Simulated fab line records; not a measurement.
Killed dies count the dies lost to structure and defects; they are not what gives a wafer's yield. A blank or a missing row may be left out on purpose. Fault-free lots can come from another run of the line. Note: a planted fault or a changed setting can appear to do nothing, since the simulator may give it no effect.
The tool behind it: which one? ; flow nand_harc ; 12 lots with 36 wafers sampled at 2 steps, on a route of 1159 steps

== WHAT THE GAUGES SHOWED, per wafer ==
NHARC_P_GATE_CD_MEAS_91: target cd 2000 nm.
lot;measured;on;cd_nm (nm)
L076;day 5 17:08;cd_sem-03;2000.9 2001.1 2001.0
L077;day 6 00:08;cd_sem-01;2000.7 1999.1 2000.2
L080;day 6 21:46;cd_sem-02;1997.7 2000.7 2000.1
L081;day 7 04:20;cd_sem-01;2001.1 2000.6 2002.0
L083;day 7 07:56;cd_sem-01;2000.2 2002.8 2001.2
L084;day 7 23:50;cd_sem-02;1998.7 1999.8 1998.8
L087;day 8 13:41;cd_sem-03;1999.2 2001.5 1999.6
L089;day 9 02:34;cd_sem-02;1999.5 1998.8 1999.1
L092;day 9 14:47;cd_sem-01;1999.1 1998.7 1999.6
L093;day 9 22:12;cd_sem-03;2000.9 1999.4 2001.5
L095;day 10 16:04;cd_sem-02;2001.0 1998.9 1998.3
L096;day 10 21:19;cd_sem-02;2000.4 1997.8 1998.0

== EACH LOT AND THE TOOL THAT RAN IT (in order: tool; ch and the chambers of the sampled wafers; start) ==
lot;NHARC_P_GATE_STRIP_111
L076;plasma_asher-01 ch 0,1, day 5 14:08
L077;plasma_asher-01 ch 0,1, day 5 21:18
L080;plasma_asher-01 ch 0,1, day 6 18:47
L081;plasma_asher-01 ch 0,1, day 7 01:34
L083;plasma_asher-01 ch 0,1, day 7 05:04
L084;plasma_asher-02 ch 0,1, day 7 20:53
L087;plasma_asher-02 ch 0,1, day 8 10:49
L089;plasma_asher-01 ch 0,1, day 8 23:49
L092;plasma_asher-01 ch 0,1, day 9 12:05
L093;plasma_asher-01 ch 0,1, day 9 19:23
L095;plasma_asher-02 ch 0,1, day 10 12:16
L096;plasma_asher-01 ch 0,1, day 10 18:36
- NHARC_P_GATE_STRIP_111: strips in N2/H2, time 250 s.

== THE ANSWER, worked out from the rows above alone ==
Rule: the lots themselves supply what counts as usual. The widest of any qualifying gaps counts: lots, ordered by their means at a reading, are off when they make up no more than a third of the lots, leave a main group of 4 or more, and stand apart from it by 3 or more times the standard deviation of that group's means. The tables above print the reading to a certain number of digits; a main group whose means all agree to those digits is not used. Also off: a lot with no number at a reading for which 4 or more lots have one. The other lots that the step has rows for count as sound.
Nothing can be told from this: no lot is off at any reading shown.

== WHAT THE SIMULATOR PUT IN ==
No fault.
